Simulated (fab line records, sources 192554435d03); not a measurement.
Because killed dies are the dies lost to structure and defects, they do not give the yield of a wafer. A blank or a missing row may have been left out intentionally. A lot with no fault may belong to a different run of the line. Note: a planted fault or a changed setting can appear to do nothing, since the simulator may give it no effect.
fab line records	flow n5-finfet
[record] lots = 9	wafers = 26	last-day = 18
route steps=1938 shown BEOL_M4@1111 MIM_TOP_ETCH@1853 TV_OPEN@1887 PAD_METAL@1895 PASSIVATION@1928
lots that met no fault: taken from a fault-free run of the same line
start-h: hours from the record's opening day to when the first of the lot's shown wafers began	wait-h: hours from the lot's prior step to this one	" repeats the value in the row above	L1.1+2: a single row standing in for several wafers	- either no value or no given start	* or withheld: withheld	< > ~ a bound
route shown NAME@n: names a module that has steps shown in the file, with the first one's number in the route	usual: mean/standard deviation taken from wafers without a fault	same: alike in all rows	chamber/n: place in a boat	sites: each site's reading	_std_site: the values' standard deviation	_edge_site: outer sites' mean less inner sites'	radius-mm: for every site, how far away it sits from the centre of the wafer	mask NAME#n: copy n	behind: the last tool/chamber to shape the wafer	hold: cause of the lot's hold/its duration in hours/its outcome	device: whichever transistor did not switch (one of n, p or np)	end of line: the tests these same wafers got at the end of their route	a step given without rows: its recipe and nothing more	killed: the dies lost at the first sort to structure and to defects; this is not the yield of the wafer	map: per-die view of a wafer (x killed, . not killed, _ where there is no die)
set.NAME: the setting the step ran with; set.NAME@STEP: the setting that earlier step ran with	model.NAME: the simulator's own value behind a step, which no gauge read
steps of the route over a sample of lots; a table a step, a row a wafer
services: the hour from which a tool's chamber was out of use, counted from the record's first day as start-h (under 0 if before that day), plus the number of hours and why
[[steps]]
[step N5_BEOL_M4_RC_MEAS_101]
[usual] DIBL_N = 36.4/2.7	DIBL_P = 36/3.2	IOFF_N = 0.16/0.046	IOFF_P = 0.21/0.055	ION_N = 677/15	ION_P = 464/11	SS_N = 71.5/0.79	SS_P = 73.3/0.93	VT_N = 250/4.1	VT_P = -251/4.4
lot.wafer	tool	chamber	start-h	wait-h	DIBL_N[mV/V]	DIBL_P[mV/V]	IOFF_N[nA/um]	IOFF_P[nA/um]	ION_N[uA/um]	ION_P[uA/um]	SS_N[mV/dec]	SS_P[mV/dec]	VT_N[mV]	VT_P[mV]
L937.1	prober-01	0	164.22	0.2	34.9	35	0.14	0.22	670	466	72.1	73.6	251	-247
L937.3	"	0	"	"	36.4	37	0.18	0.26	683	472	72.4	73.2	247	-245
L937.4	"	0	"	"	39.0	41	0.23	0.35	690	470	72.5	75.1	247	-240
L945.1	prober-02	0	230.80	0.0	38.0	36	0.17	0.23	672	461	72.2	73.8	249	-250
L945.3	"	0	"	"	36.2	36	0.13	0.22	671	461	71.8	72.7	255	-250
L945.4	"	0	"	"	37.5	36	0.17	0.21	683	460	72.0	73.7	249	-252
L947.1	prober-02	0	238.22	0.0	36.4	37	0.16	0.22	677	468	71.0	74.2	247	-248
L947.2	"	0	"	"	37.7	38	0.19	0.23	709	480	71.3	73.8	243	-249
L947.5	"	0	"	"	36.7	36	0.15	0.19	672	457	71.5	73.1	251	-252
L953.2	prober-01	0	266.03	0.2	36.6	38	0.16	0.19	692	463	71.7	73.7	248	-253
L953.3	"	0	"	"	40.7	43	0.25	0.26	694	461	72.5	74.8	247	-250
L954.3	prober-01	0	285.01	0.3	40.7	40	0.20	0.23	690	462	72.2	73.8	249	-250
L954.4	"	0	"	"	42.5	44	0.25	0.31	694	476	72.7	75.2	246	-247
L954.6	"	0	"	"	36.0	35	0.13	0.17	677	467	70.9	72.6	253	-253
L955.2	prober-02	0	286.74	0.2	34.7	35	0.13	0.14	667	445	71.0	72.4	255	-255
L955.3	"	0	"	"	37.8	41	0.18	0.22	671	450	72.3	73.9	251	-253
L955.5	"	0	"	"	34.3	36	0.12	0.16	658	445	71.2	72.7	254	-258
L957.2	prober-01	0	298.85	0.2	36.5	35	0.14	0.19	663	462	70.9	72.6	250	-251
L957.4	"	0	"	"	32.8	31	0.10	0.14	659	453	70.5	72.4	256	-256
L957.5	"	0	"	"	35.4	34	0.13	0.17	670	461	71.1	72.0	252	-255
L958.1	prober-02	0	316.62	0.0	36.8	37	0.19	0.23	697	475	71.2	72.9	246	-248
L958.2	"	0	"	"	37.1	38	0.20	0.23	694	466	71.2	73.8	246	-253
L958.3	"	0	"	"	37.0	38	0.17	0.23	673	466	71.6	74.1	247	-251
L959.3	prober-02	0	319.36	0.3	40.0	38	0.21	0.22	677	457	72.4	73.5	249	-253
L959.5	"	0	"	"	36.7	34	0.14	0.16	659	448	71.2	72.5	253	-257
L959.6	"	0	"	"	41.0	40	0.23	0.25	689	467	72.3	74.2	247	-252
[step N5_MIM_TOP_ETCH_PECVD_03]
[recipe] material = SiNx	target-thk-a = 200	temp-c = 400	precursor = SiH4/NH3/N2	pressure-torr = 1.5	rf-w = 300	time-s = 17.6
[usual] heater-power-outer-w = 435/60	heater-power-w = 735/76	rf-fwd-power-W = 297.8/1.1	showerhead-plenum-p-Torr = 5.14/0.044	throttle-valve-pct = 40.3/2.5
lot.wafer	tool	chamber	start-h	wait-h	heater-power-outer-w	heater-power-w	rf-fwd-power-W	showerhead-plenum-p-Torr	throttle-valve-pct
L937.1	pecvd-04	0	262.69	-	478	827	298.0	5.15	38.6
L937.3	"	2	"	"	318	658	297.0	5.22	40.0
L937.4	"	1	"	"	549	855	296.1	5.16	43.7
L945.1	pecvd-04	1	328.80	-	553	858	299.0	5.16	43.5
L945.3	"	0	"	"	379	710	298.6	5.14	39.0
L945.4	"	0	"	"	374	704	298.6	5.15	38.6
L947.1	pecvd-03	1	330.45	-	479	801	297.2	5.07	41.3
L947.2	"	0	"	"	386	635	297.5	5.20	38.7
L947.5	"	2	"	"	448	701	298.0	5.09	36.1
L953.2	pecvd-02	1	360.99	-	416	716	296.3	5.09	44.1
L953.3	"	0	"	"	382	612	299.4	5.11	41.2
L954.3	pecvd-02	2	375.99	-	510	834	298.6	5.14	37.6
L954.4	"	2	"	"	508	832	297.6	5.14	37.4
L954.6	"	1	"	"	424	763	298.1	5.09	44.0
L955.2	pecvd-02	0	379.15	-	407	665	298.7	5.11	41.7
L955.3	"	1	"	"	424	744	296.2	5.10	44.0
L955.5	"	2	"	"	534	842	297.3	5.14	38.0
L957.2	pecvd-02	2	394.10	-	465	747	299.4	5.14	37.6
L957.4	"	0	"	"	423	683	299.3	5.12	41.2
L957.5	"	2	"	"	451	757	297.5	5.15	37.5
L958.1	pecvd-04	2	398.67	-	302	628	297.2	5.22	40.6
L958.2	"	0	"	"	458	821	298.1	5.15	39.2
L958.3	"	0	"	"	478	844	297.1	5.14	39.1
L959.3	pecvd-04	1	415.16	-	566	824	297.0	5.13	37.3
L959.5	"	1	"	"	549	855	297.1	5.14	37.3
L959.6	"	2	"	"	392	755	296.7	5.22	40.8
[step N5_PASSIVATION_PASS_ETCH_74]
[recipe] chemistry = CF4/O2	target = SiNx	target-depth-a = 2200	time-s = 110	ion-energy-ev = 100	pressure-mtorr = 40	source-w = 535	bias-w = 49	Ar_flow_sccm = 100	cf4-flow-sccm = 100	O2_flow_sccm = 10
[usual] drypump-motor-current-A = 5.8/0.56	mfc-ar-sccm = 100.0/0.32	oes-product-au = 0.79/0.092	rf-fwd-power-W = 532.7/1.8	rf-vpp-V = 244/3.2	showerhead-plenum-p-Torr = 2.22/0.059	throttle-valve-pct = 15.97/0.25
lot.wafer	tool	chamber	start-h	wait-h	drypump-motor-current-A	mfc-ar-sccm	oes-product-au	rf-fwd-power-W	rf-hours-counter-h	rf-vpp-V	showerhead-plenum-p-Torr	throttle-valve-pct
L937.1	rie-diel-05	2	264.69	0.0	6.6	99.9	0.73	532.3	181	240	2.18	15.97
L937.3	"	1	"	"	5.3	100.3	0.93	533.2	12	249	2.25	15.77
L937.4	"	0	"	"	6.6	99.9	0.72	533.0	177	246	2.12	15.76
L945.1	rie-diel-05	0	332.46	0.0	6.6	99.6	0.70	533.0	197	245	2.12	15.79
L945.3	"	3	"	"	5.8	100.1	0.67	533.4	213	242	2.26	16.30
L945.4	"	2	"	"	6.6	99.6	0.70	533.3	201	241	2.18	15.99
L947.1	rie-diel-05	3	333.15	0.0	5.8	100.3	0.67	531.1	213	242	2.26	16.30
L947.2	"	0	"	"	6.6	99.6	0.70	530.1	197	244	2.12	15.80
L947.5	"	3	"	"	5.8	100.4	0.67	532.0	-	243	2.26	16.30
L953.2	rie-diel-02	3	363.35	0.0	6.2	100.2	0.96	533.8	15	242	2.25	15.57
L953.3	"	2	"	"	5.9	99.5	0.84	531.8	41	242	2.34	15.62
L954.3	rie-diel-02	1	378.60	0.0	6.3	100.3	0.76	532.8	127	245	2.22	15.78
L954.4	"	2	"	"	5.9	99.8	0.83	532.1	46	240	2.34	15.62
L954.6	"	2	"	"	5.9	99.8	0.83	530.0	-	239	2.34	15.64
L955.2	rie-diel-02	3	381.42	0.0	6.2	99.5	0.94	530.0	21	243	2.25	15.59
L955.3	"	1	"	"	6.3	100.1	0.76	530.7	128	245	2.22	15.77
L955.5	"	2	"	"	5.9	100.4	0.84	532.2	-	241	2.34	15.64
L957.2	rie-diel-03	3	396.21	0.0	4.8	100.0	0.67	528.9	242	247	2.27	16.16
L957.4	"	0	"	"	5.9	99.6	0.84	532.1	80	240	2.14	16.11
L957.5	"	2	"	"	6.0	99.7	0.84	532.8	-	242	2.24	16.02
L958.1	rie-diel-05	1	400.95	0.0	5.3	100.3	0.86	532.2	56	251	2.23	15.85
L958.2	"	0	"	"	6.6	99.9	0.69	533.0	219	246	2.11	15.85
L958.3	"	3	"	"	5.8	100.0	0.67	531.9	234	243	2.25	16.36
L959.3	rie-diel-05	3	417.38	0.0	5.8	99.7	0.66	535.5	237	241	2.25	16.36
L959.5	"	2	"	"	6.6	100.6	0.70	533.7	-	240	2.17	16.05
L959.6	"	1	"	"	5.3	100.2	0.85	534.9	-	251	2.23	15.88
[step N5_PASSIVATION_SPUTTER_20]
[recipe] material = TaN	target-thk-a = 500	temp-c = 25	chamber-pressure-pa = 0.4
[usual] substrate-temp-c = 25.01/0.098	throttle-valve-pct = 29.8/1
lot.wafer	tool	chamber	start-h	wait-h	substrate-temp-c	throttle-valve-pct
L937.1	pvd-sputter-03	-	266.10	0.0	25.06	30.0
L937.3	"	-	"	"	24.98	27.5
L937.4	"	-	"	"	25.04	29.4
L945.1	pvd-sputter-02	-	333.27	0.0	24.96	29.5
L945.3	"	-	"	"	24.93	29.3
L945.4	"	-	"	"	24.93	31.5
L947.1	pvd-sputter-02	-	333.74	0.0	24.87	30.0
L947.2	"	-	"	"	24.96	29.0
L947.5	"	-	"	"	24.83	29.8
L953.2	pvd-sputter-02	-	365.63	0.0	24.96	28.9
L953.3	"	-	"	"	24.89	29.6
L954.3	pvd-sputter-02	-	381.21	0.0	25.02	29.5
L954.4	"	-	"	"	25.18	29.0
L954.6	"	-	"	"	24.77	31.5
L955.2	pvd-sputter-02	-	382.02	0.0	25.03	29.4
L955.3	"	-	"	"	25.09	30.3
L955.5	"	-	"	"	25.10	29.2
L957.2	pvd-sputter-01	-	397.40	0.0	25.18	29.1
L957.4	"	-	"	"	25.20	30.4
L957.5	"	-	"	"	25.11	30.3
L958.1	pvd-sputter-03	-	401.89	0.0	25.06	29.4
L958.2	"	-	"	"	25.01	27.6
L958.3	"	-	"	"	25.06	31.4
L959.3	pvd-sputter-03	-	418.27	0.0	25.06	31.2
L959.5	"	-	"	"	25.10	29.9
L959.6	"	-	"	"	25.13	27.5
[step N5_PASSIVATION_DESCUM_46]
[recipe] chemistry = O2	time-s = 7.9	source-power-w = 50	bias-power-w = 20	pressure-mtorr = 20	rf-frequency-hz = 2.712e+07	temp-c = 40	o2-flow-sccm = 225
[usual] drypump-motor-current-A = 5.7/0.42	oes-product-au = 0.81/0.076	rf-fwd-power-W = 49.44/0.21	rf-vpp-V = 243.0/1.3	showerhead-plenum-p-Torr = 2.07/0.071	throttle-valve-pct = 20.30/0.23
lot.wafer	tool	chamber	start-h	wait-h	drypump-motor-current-A	oes-product-au	rf-fwd-power-W	rf-hours-counter-h	rf-vpp-V	showerhead-plenum-p-Torr	throttle-valve-pct
L937.1	rie-diel-01	1	268.53	0.0	5.3	0.93	49.23	7	241.7	2.03	20.22
L937.3	"	2	"	"	5.6	0.82	48.96	89	242.1	2.04	20.38
L937.4	"	0	"	"	5.2	0.79	49.54	109	245.4	2.20	20.46
L945.1	rie-diel-04	3	336.00	0.0	5.2	0.78	49.82	140	241.5	2.01	20.56
L945.3	"	2	"	"	6.0	0.67	49.43	242	242.7	2.07	20.32
L945.4	"	1	"	"	5.9	0.87	49.48	40	243.8	2.13	20.41
L947.1	rie-diel-06	2	336.27	0.0	5.8	0.78	49.50	119	243.1	2.08	20.19
L947.2	"	3	"	"	5.0	0.82	49.25	104	240.1	2.04	20.55
L947.5	"	1	"	"	6.4	0.80	49.20	-	243.9	2.22	20.44
L953.2	rie-diel-06	2	368.45	0.0	5.8	0.78	49.64	130	243.0	2.08	20.19
L954.6	rie-diel-06	1	383.83	0.0	6.4	0.78	49.53	-	244.6	2.21	20.48
L955.2	rie-diel-04	1	384.95	0.5	5.9	0.83	49.51	62	244.1	2.12	20.42
L955.5	"	2	"	"	6.0	0.94	49.47	-	242.8	2.07	20.13
L957.2	rie-diel-01	1	400.04	0.0	5.3	0.84	49.37	55	242.0	2.01	20.30
L957.4	"	0	"	"	5.1	0.74	49.50	157	246.3	2.18	20.53
L957.5	"	3	"	"	6.1	0.85	49.45	-	242.3	2.01	19.93
L958.1	rie-diel-04	1	404.45	0.0	5.9	0.81	49.69	69	244.0	2.12	20.45
L958.2	"	0	"	"	6.0	0.72	49.14	203	242.2	1.97	20.21
L958.3	"	2	"	"	6.0	0.93	49.86	14	242.0	2.07	20.13
L959.3	rie-diel-06	3	420.68	0.0	5.0	0.80	49.21	132	241.8	2.03	20.59
L959.5	"	3	"	"	5.0	0.79	49.40	-	241.6	2.03	20.61
L959.6	"	2	"	"	5.8	0.76	49.61	-	243.2	2.07	20.23
[step N5_PASSIVATION_PROBE_49]
[usual] defect-limited-yield = 91.1/1.4	killed_at_M0_to_M3 = 34/9.7	killed_at_M4_up = 13/5.1	killed-at-contacts = 14/6.3	killed-at-front-end = 40/11	killed-at-other = 3.5/2.7	killed-dies = 105/16	killed-on-rim = 13/4.1	killed-open = 70/12	killed-short = 34/7.8	sort_bin_4_leakage = 0.02/0.13	sort_bin_5_function = 5.2/0.88	sort_bin_6_memory = 3.3/0.7	sort-n-pass = 1074/17	sort-yield-pct = 91.0/1.5
[same] gross-dies = 1180	killed-at-back-side = 0	sort_bin_8_speed[%] = 0
lot.wafer	tool	chamber	start-h	wait-h	defect-limited-yield[%]	killed_at_M0_to_M3	killed_at_M4_up	killed-at-contacts	killed-at-front-end	killed-at-other	killed-dies	killed-on-rim	killed-open	killed-short	sort_bin_4_leakage[%]	sort_bin_5_function[%]	sort_bin_6_memory[%]	sort-n-pass	sort-yield-pct[%]
L937.1	prober-01	-	271.66	0.0	93.2	31	10	9	28	2	80	9	61	18	0	3.7	3.0	1100	93.2
L937.3	prober-01	-	271.76	0.1	90.2	55	8	15	34	4	116	25	76	39	0	5.9	3.3	1064	90.2
L937.4	prober-01	-	271.81	0.2	93.0	27	19	8	23	6	83	15	61	21	0.08	4.1	2.9	1096	92.9
L947.1	prober-01	-	339.32	0.0	90.6	31	15	8	49	8	111	16	71	38	0	6.1	2.7	1069	90.6
L947.2	prober-01	-	339.37	0.1	91.4	24	22	21	24	10	101	14	61	40	0	5.5	2.8	1079	91.4
L947.5	prober-01	-	339.52	0.2	91.6	31	18	19	22	9	99	11	62	35	0	5.2	2.7	1081	91.6
L953.2	prober-01	-	371.55	0.1	90.8	34	16	6	50	2	108	11	71	37	0	5.6	3.4	1072	90.8
L953.3	prober-01	-	371.60	0.1	0	29	9	7	37	1098	1180	152	63	20	0	4.4	2.3	0	0
L954.3	prober-01	-	386.96	0.1	0	28	6	21	46	1079	1180	152	76	30	0	5.9	3.1	0	0
L954.4	prober-01	-	387.01	0.2	0	32	14	22	36	1076	1180	152	73	36	0	5.5	3.4	0	0
L954.6	prober-01	-	387.11	0.3	89.4	40	17	19	41	8	125	13	77	38	0	6.1	3.5	1055	89.4
L955.2	prober-01	-	388.04	0.1	92.4	30	14	17	26	3	90	15	62	28	0	4.7	2.8	1090	92.4
L955.3	prober-01	-	388.09	0.1	0	19	7	20	37	1097	1180	152	55	29	0	3.7	3.3	0	0
L955.5	prober-01	-	388.19	0.2	90.4	37	8	14	47	7	113	7	56	57	0	5.5	3.4	1067	90.4
L957.2	prober-01	-	403.13	0.1	88.7	40	16	6	68	3	133	21	89	44	0	6.2	4.4	1047	88.7
L957.4	prober-01	-	403.23	0.2	92.5	24	16	3	45	0	88	8	51	37	0	4.5	2.5	1092	92.5
L957.5	prober-01	-	403.28	0.2	93.1	23	14	4	39	1	81	10	49	31	0	3.7	2.8	1099	93.1
// killed by level:class
L937.1 STI_FIN_REVEAL:geometric-particle:open=13 BEOL_M1:geometric-particle:open=9 MOL_CONTACT_COAG:geometric-particle:open=8 BEOL_M0_SAQP:geometric-particle:open=7 BEOL_M0:geometric-particle:open=6 GATE_CUT:geometric-particle:short=3 BEOL_M4:geometric-particle:open=3 FIN_SAQP:geometric-particle:open=2
L937.3 BEOL_M3:geometric-particle:open=15 MOL_CONTACT_COAG:geometric-particle:open=10 BEOL_M0_SAQP:geometric-particle:short=9 STI_FIN_REVEAL:geometric-particle:open=8 BEOL_M0_SAQP:geometric-particle:open=8 BEOL_M1:geometric-particle:open=8 BEOL_M1:geometric-particle:short=6 MOL_CONTACT_COAG:geometric-particle:short=5
L937.4 STI_FIN_REVEAL:geometric-particle:open=8 BEOL_M0_SAQP:geometric-particle:open=8 BEOL_M1:geometric-particle:open=8 BEOL_M4:geometric-particle:open=7 BEOL_M0_SAQP:geometric-particle:short=6 FIN_SAQP:geometric-particle:open=4 MOL_CONTACT_COAG:geometric-particle:short=4 MOL_CONTACT_COAG:geometric-particle:open=4
L947.1 STI_FIN_REVEAL:geometric-particle:open=11 BEOL_M2:geometric-particle:open=10 DUMMY_GATE:geometric-particle:open=9 FIN_SAQP:geometric-particle:open=8 BEOL_M0_SAQP:geometric-particle:open=8 MOL_CONTACT_COAG:geometric-particle:open=7 STARTING-WAFER:geometric-particle:short=6 GATE_CUT:geometric-particle:short=6
L947.2 MOL_CONTACT_COAG:geometric-particle:open=16 BEOL_M0_SAQP:geometric-particle:short=9 BEOL_M4:geometric-particle:open=9 STARTING-WAFER:geometric-particle:short=5 MOL_CONTACT_COAG:geometric-particle:short=5 BEOL_M0_SAQP:geometric-particle:open=5 GATE_CUT:geometric-particle:short=4 PASS1_DEP:geometric-particle:short=4
L947.5 MOL_CONTACT_COAG:geometric-particle:open=16 BEOL_M4:geometric-particle:open=6 STI_FIN_REVEAL:geometric-particle:open=5 BEOL_M0_SAQP:geometric-particle:open=5 BEOL_M2:geometric-particle:short=5 BEOL_M3:geometric-particle:open=5 DUMMY_GATE:geometric-particle:open=4 BEOL_M1:geometric-particle:open=4
L953.2 FIN_SAQP:geometric-particle:open=9 BEOL_M0_SAQP:geometric-particle:open=9 BEOL_M0_SAQP:geometric-particle:short=9 DUMMY_GATE:geometric-particle:open=7 STI_FIN_REVEAL:geometric-particle:open=6 MOL_CONTACT_COAG:geometric-particle:open=6 BEOL_M3:geometric-particle:open=6 FIN_SAQP:geometric-particle:short=5
L953.3 PAD_METAL:area-sputter=1097 BEOL_M3:geometric-particle:open=10 FIN_SAQP:geometric-particle:open=8 DUMMY_GATE:geometric-particle:open=8 BEOL_M0_SAQP:geometric-particle:open=7 MOL_CONTACT_COAG:geometric-particle:open=7 STI_FIN_REVEAL:geometric-particle:open=5 BEOL_M0:geometric-particle:open=4
L954.3 PAD_METAL:area-sputter=1071 MOL_CONTACT_COAG:geometric-particle:open=18 STI_FIN_REVEAL:geometric-particle:open=15 BEOL_M2:geometric-particle:open=8 BEOL_M3:geometric-particle:open=7 STARTING-WAFER:geometric-particle:short=6 FIN_SAQP:geometric-particle:open=5 BEOL_M0_SAQP:geometric-particle:short=5
L954.4 PAD_METAL:area-sputter=1071 MOL_CONTACT_COAG:geometric-particle:open=17 BEOL_M3:geometric-particle:open=12 STI_FIN_REVEAL:geometric-particle:open=9 BEOL_M0_SAQP:geometric-particle:open=6 FIN_SAQP:geometric-particle:open=5 FIN_SAQP:geometric-particle:short=5 MOL_CONTACT_COAG:geometric-particle:short=5
L954.6 BEOL_M2:geometric-particle:open=14 MOL_CONTACT_COAG:geometric-particle:open=12 HKMG_FIN:area-etch=7 FIN_SAQP:geometric-particle:short=6 MOL_CONTACT_COAG:geometric-particle:short=6 BEOL_M1:geometric-particle:open=6 BEOL_M4:geometric-particle:open=6 STI_FIN_REVEAL:geometric-particle:open=5
L955.2 MOL_CONTACT_COAG:geometric-particle:open=13 STI_FIN_REVEAL:geometric-particle:open=8 FIN_SAQP:geometric-particle:short=7 BEOL_M1:geometric-particle:open=7 FIN_SAQP:geometric-particle:open=4 MOL_CONTACT_COAG:geometric-particle:short=4 BEOL_M0_SAQP:geometric-particle:short=4 BEOL_M3:geometric-particle:open=4
L955.3 PAD_METAL:area-sputter=1092 MOL_CONTACT_COAG:geometric-particle:open=17 FIN_SAQP:geometric-particle:short=9 STI_FIN_REVEAL:geometric-particle:open=7 BEOL_M0_SAQP:geometric-particle:short=6 DUMMY_GATE:geometric-particle:open=4 BEOL_M0:geometric-particle:open=4 MOL_CONTACT_COAG:geometric-particle:short=3
L955.5 BEOL_M0_SAQP:geometric-particle:short=13 FIN_SAQP:geometric-particle:short=12 STI_FIN_REVEAL:geometric-particle:open=11 BEOL_M0_SAQP:geometric-particle:open=8 MOL_CONTACT_COAG:geometric-particle:short=7 MOL_CONTACT_COAG:geometric-particle:open=7 FIN_SAQP:geometric-particle:open=5 GATE_CUT:geometric-particle:short=5
L957.2 FIN_SAQP:geometric-particle:short=19 FIN_SAQP:geometric-particle:open=19 BEOL_M2:geometric-particle:open=15 BEOL_M1:geometric-particle:open=14 STI_FIN_REVEAL:geometric-particle:open=8 MOL_CONTACT_COAG:geometric-particle:open=6 GATE_CUT:geometric-particle:short=6 BEOL_M3:geometric-particle:open=4
L957.4 FIN_SAQP:geometric-particle:open=10 FIN_SAQP:geometric-particle:short=7 BEOL_M0_SAQP:geometric-particle:open=6 BEOL_M1:geometric-particle:open=6 STI_FIN_REVEAL:geometric-particle:open=5 GATE_CUT:geometric-particle:short=5 BEOL_M4:geometric-particle:short=5 STARTING-WAFER:geometric-particle:short=5
L957.5 FIN_SAQP:geometric-particle:open=13 FIN_SAQP:geometric-particle:short=9 BEOL_M1:geometric-particle:open=8 BEOL_M4:geometric-particle:short=7 BEOL_M0_SAQP:geometric-particle:open=5 BEOL_M2:geometric-particle:open=5 STI_FIN_REVEAL:geometric-particle:open=4 DUMMY_GATE:geometric-particle:short=3
[[services]]
tool	chamber	start-h	hours	kind
rie-diel-06	-	256.88	0.1	repair
rie-diel-01	-	284.58	0.4	repair
rie-diel-03	1	298.81	7.3	repair
pecvd-03	-	299.39	28.1	pm
rie-diel-02	1	322.00	2.0	repair
pecvd-03	-	334.70	0.7	repair
rie-diel-01	2	337.34	4.5	repair
rie-diel-03	-	350.66	0.5	repair
pvd-sputter-01	-	350.73	6.6	repair
pecvd-02	1	353.20	5.5	scheduled-down
pecvd-02	-	361.59	2.8	pm
pecvd-04	1	383.62	-	clean
pecvd-04	1	383.62	-	consumable-replace:showerhead
pecvd-04	1	383.62	29.0	scheduled-down
pecvd-04	1	383.62	29.0	vent-cycle
rie-diel-03	2	384.29	6.7	repair
pecvd-04	-	393.86	3.2	repair
pvd-sputter-01	-	405.30	2.9	repair
pvd-sputter-03	-	406.00	1.9	repair
rie-diel-04	1	406.32	11.2	repair
rie-diel-05	0	407.05	7.8	repair
pvd-sputter-01	-	411.22	0.6	repair
pvd-sputter-03	-	411.82	5.2	repair
rie-diel-01	1	414.00	1.5	repair
[[key]]
[first-sign] step = N5_PASSIVATION_PROBE_49	reading = killed-at-other	direction = up	sigmas = 99+	usual = 3.5	struck = 1087.5
[effect] step = N5_PASSIVATION_PROBE_49	reading = defect-limited-yield	direction = down	sigmas = 66	usual = 91.1	struck = 0
[more-kills-born-at] N5_PASSIVATION_SPUTTER_20@pvd-sputter-02 = 4331
met-at N5_PASSIVATION_SPUTTER_20
struck-lots L953,L954,L955
struck-wafers L953.3,L954.3,L954.4,L955.3
later-rows-left-out L953.3,L954.3,L954.4,L955.3
not-acting-at N5_MIM_TOP_ETCH_PECVD_03,N5_PASSIVATION_PASS_ETCH_74,N5_PASSIVATION_DESCUM_46
onset-between 333.74 365.63
[fault] kind = process-parameter-drift	tool = pvd-sputter-02	chamber = -	onset-h = 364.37	steps = N5_PASSIVATION_SPUTTER_20	channel = target-thk-a	offset = *	shape = step	end-h = 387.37	scope = struck-wafers-only	acts-in = *	stated = *
// later-rows-left-out: the simulator's readings of these wafers behind a module that went badly wrong aren't trusted and aren't shown, but for the sort
